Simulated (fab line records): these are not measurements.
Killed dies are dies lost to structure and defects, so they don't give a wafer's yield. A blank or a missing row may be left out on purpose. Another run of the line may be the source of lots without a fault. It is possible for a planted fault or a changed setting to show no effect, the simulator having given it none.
Lot-split experiment || flow n5Finfet || route with 1938 steps; 7 lots, 21 wafers read

ABOUT THE SPLIT
At N5_BEOL_M10_HM_DEP_02 (deposits TiN, target thk 20 nm), the setting targetThkA was moved away from the recipe's 200 angstrom on 9 of the 21 wafers read, by -5.0% to +10.5%. This setting was run at the recipe's value on the other wafers.

FROM THE SPLIT TO THE READING: what the file shows between them, 8 steps
- N5_BEOL_M10_COAT_59: time 60 s, resist thk 100 nm
- N5_BEOL_M10_COAT_60: time 60 s, resist thk 30 nm
- N5_BEOL_M10_STRIP_68: strips in N2/H2
- N5_BEOL_M10_STRIP_67: strips in CF4
- N5_BEOL_M10_HM_OPEN_17: chemistry Cl2/BCl3, target TiN, target depth 20 nm, overetch 6 nm
- N5_BEOL_M10_STRIP_19: strips in O2
- N5_BEOL_M10_STRIP_73: strips in C4F6/O2
- N5_BEOL_M10_STRIP_36: strips in N2/H2

THE READING
TiN_of_BEOL_M10_HM_DEP_02.thkNm (the simulator's own value, which no gauge read), in nm, at N5_BEOL_M10_TRENCH_ETCH_37 (etches SiCOH lowk in C4F6/O2, target depth 148.83 nm, time 48 s). The file does not state a usual value for it. Average 15.9 nm, standard deviation 0.19 nm, over the 12 wafers here run with the recipe.

{"wafer": "L079.1", "tool, chamber at the split": "pvdSputter-02, -", "targetThkA as run, angstrom": 200, "against the recipe": "recipe", "TiN_of_BEOL_M10_HM_DEP_02.thkNm, nm": 16, "against lot-mates on the recipe": "-"}
{"wafer": "L079.6", "tool, chamber at the split": "pvdSputter-02, -", "targetThkA as run, angstrom": 200, "against the recipe": "recipe", "TiN_of_BEOL_M10_HM_DEP_02.thkNm, nm": 16, "against lot-mates on the recipe": "-"}
{"wafer": "L079.4", "tool, chamber at the split": "pvdSputter-02, -", "targetThkA as run, angstrom": 200, "against the recipe": "recipe", "TiN_of_BEOL_M10_HM_DEP_02.thkNm, nm": 15.8, "against lot-mates on the recipe": "-"}
{"wafer": "L080.2", "tool, chamber at the split": "pvdSputter-01, -", "targetThkA as run, angstrom": 219.3, "against the recipe": "+9.7%", "TiN_of_BEOL_M10_HM_DEP_02.thkNm, nm": 17.6, "against lot-mates on the recipe": "no lot-mate on the recipe"}
{"wafer": "L080.3", "tool, chamber at the split": "pvdSputter-01, -", "targetThkA as run, angstrom": 219.3, "against the recipe": "+9.7%", "TiN_of_BEOL_M10_HM_DEP_02.thkNm, nm": 17.8, "against lot-mates on the recipe": "no lot-mate on the recipe"}
{"wafer": "L080.6", "tool, chamber at the split": "pvdSputter-01, -", "targetThkA as run, angstrom": 219.3, "against the recipe": "+9.7%", "TiN_of_BEOL_M10_HM_DEP_02.thkNm, nm": 17.8, "against lot-mates on the recipe": "no lot-mate on the recipe"}
{"wafer": "L083.2", "tool, chamber at the split": "pvdSputter-01, -", "targetThkA as run, angstrom": 200, "against the recipe": "recipe", "TiN_of_BEOL_M10_HM_DEP_02.thkNm, nm": 16, "against lot-mates on the recipe": "-"}
{"wafer": "L083.3", "tool, chamber at the split": "pvdSputter-01, -", "targetThkA as run, angstrom": 189.9, "against the recipe": "-5.0%", "TiN_of_BEOL_M10_HM_DEP_02.thkNm, nm": 15, "against lot-mates on the recipe": -0.9}
{"wafer": "L083.4", "tool, chamber at the split": "pvdSputter-01, -", "targetThkA as run, angstrom": 200, "against the recipe": "recipe", "TiN_of_BEOL_M10_HM_DEP_02.thkNm, nm": 15.8, "against lot-mates on the recipe": "-"}
{"wafer": "L086.4", "tool, chamber at the split": "pvdSputter-03, -", "targetThkA as run, angstrom": 217.4, "against the recipe": "+8.7%", "TiN_of_BEOL_M10_HM_DEP_02.thkNm, nm": 17.8, "against lot-mates on the recipe": "+2.0"}
{"wafer": "L086.5", "tool, chamber at the split": "pvdSputter-03, -", "targetThkA as run, angstrom": 217.4, "against the recipe": "+8.7%", "TiN_of_BEOL_M10_HM_DEP_02.thkNm, nm": 17.8, "against lot-mates on the recipe": "+2.0"}
{"wafer": "L086.6", "tool, chamber at the split": "pvdSputter-03, -", "targetThkA as run, angstrom": 200, "against the recipe": "recipe", "TiN_of_BEOL_M10_HM_DEP_02.thkNm, nm": 15.8, "against lot-mates on the recipe": "-"}
{"wafer": "L088.1", "tool, chamber at the split": "pvdSputter-02, -", "targetThkA as run, angstrom": 200, "against the recipe": "recipe", "TiN_of_BEOL_M10_HM_DEP_02.thkNm, nm": 16, "against lot-mates on the recipe": "-"}
{"wafer": "L088.4", "tool, chamber at the split": "pvdSputter-02, -", "targetThkA as run, angstrom": 216, "against the recipe": "+8.0%", "TiN_of_BEOL_M10_HM_DEP_02.thkNm, nm": 17.6, "against lot-mates on the recipe": "+1.5"}
{"wafer": "L088.6", "tool, chamber at the split": "pvdSputter-02, -", "targetThkA as run, angstrom": 200, "against the recipe": "recipe", "TiN_of_BEOL_M10_HM_DEP_02.thkNm, nm": 16.2, "against lot-mates on the recipe": "-"}
{"wafer": "L089.4", "tool, chamber at the split": "pvdSputter-02, -", "targetThkA as run, angstrom": 200, "against the recipe": "recipe", "TiN_of_BEOL_M10_HM_DEP_02.thkNm, nm": 15.4, "against lot-mates on the recipe": "-"}
{"wafer": "L089.5", "tool, chamber at the split": "pvdSputter-02, -", "targetThkA as run, angstrom": 220.9, "against the recipe": "+10.5%", "TiN_of_BEOL_M10_HM_DEP_02.thkNm, nm": 17.6, "against lot-mates on the recipe": "+2.2"}
{"wafer": "L089.6", "tool, chamber at the split": "pvdSputter-02, -", "targetThkA as run, angstrom": 220.9, "against the recipe": "+10.5%", "TiN_of_BEOL_M10_HM_DEP_02.thkNm, nm": 17.6, "against lot-mates on the recipe": "+2.2"}
{"wafer": "L094.2", "tool, chamber at the split": "pvdSputter-01, -", "targetThkA as run, angstrom": 200, "against the recipe": "recipe", "TiN_of_BEOL_M10_HM_DEP_02.thkNm, nm": 16, "against lot-mates on the recipe": "-"}
{"wafer": "L094.3", "tool, chamber at the split": "pvdSputter-01, -", "targetThkA as run, angstrom": 200, "against the recipe": "recipe", "TiN_of_BEOL_M10_HM_DEP_02.thkNm, nm": 15.8, "against lot-mates on the recipe": "-"}
{"wafer": "L094.6", "tool, chamber at the split": "pvdSputter-01, -", "targetThkA as run, angstrom": 200, "against the recipe": "recipe", "TiN_of_BEOL_M10_HM_DEP_02.thkNm, nm": 15.8, "against lot-mates on the recipe": "-"}

THE FIT
A straight line over all 21 wafers: TiN_of_BEOL_M10_HM_DEP_02.thkNm changes by +0.189 nm for each +1% of targetThkA; r = +0.98; the points scatter about the line by 0.2 nm.
The same after taking each lot's own level away (the mean of its wafers on the recipe; 18 wafers): +0.21 nm for each +1%; r = +0.99; scatter 0.11 nm.
That fit puts the effect of the largest move of targetThkA on the reading at 2.2 nm.
Measured against the standard deviation above, the lots' own levels, which go from 15.40 to 16.10 nm, span 3.7 times it.
So the lot-to-lot level changes the slope: the two fits differ.
Check: +2.22 nm against its lot-mates is what the line predicts for one of the wafers moved furthest among these (+10.5%) when that wafer is left out of the fit. Against them it came out at +2.2 nm.

FURTHER SPLITS ON THESE WAFERS
Before the reading, these wafers also passed through other splits. Each is held against what the fit with the lots' levels taken away leaves over:
{"other split on the same wafers": "N5_BEOL_M9_TRENCH_ETCH_37 timeS", "wafers away from the commonest value": 9, "r with TiN_of_BEOL_M10_HM_DEP_02.thkNm (lot level and that fit taken away)": "+0.11"}
{"other split on the same wafers": "N5_BEOL_M10_ILD_DEP_00 timeS", "wafers away from the commonest value": 7, "r with TiN_of_BEOL_M10_HM_DEP_02.thkNm (lot level and that fit taken away)": -0.01}

THE WHOLE CHAIN: every reading that the file lists as answering this split, in the file's order
{"step": "N5_BEOL_M10_HM_DEP_02", "what it does": "deposits TiN, target thk 20 nm", "reading": "TiN_of_BEOL_M10_HM_DEP_02.thkNm (the simulator's own value, which no gauge read)", "change (the file's fit)": "+0.199 nm for each +1% of the setting", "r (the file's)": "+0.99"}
{"step": "N5_BEOL_M10_HM_OPEN_17", "what it does": "chemistry Cl2/BCl3, target TiN, target depth 20 nm, overetch 6 nm", "reading": "etch.depthNm (the simulator's own value, which no gauge read)", "change (the file's fit)": "+0.2 nm for each +1% of the setting", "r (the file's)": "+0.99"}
{"step": "N5_BEOL_M10_TRENCH_ETCH_37", "what it does": "etches SiCOH lowk in C4F6/O2, target depth 148.83 nm, time 48 s", "reading": "TiN_of_BEOL_M10_HM_DEP_02.thkNm (the simulator's own value, which no gauge read)", "change (the file's fit)": "+0.207 nm for each +1% of the setting", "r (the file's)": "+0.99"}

THE FILE'S OWN FIT
TiN_of_BEOL_M10_HM_DEP_02.thkNm changes by +0.207 nm for each +1% of targetThkA, r = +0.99.
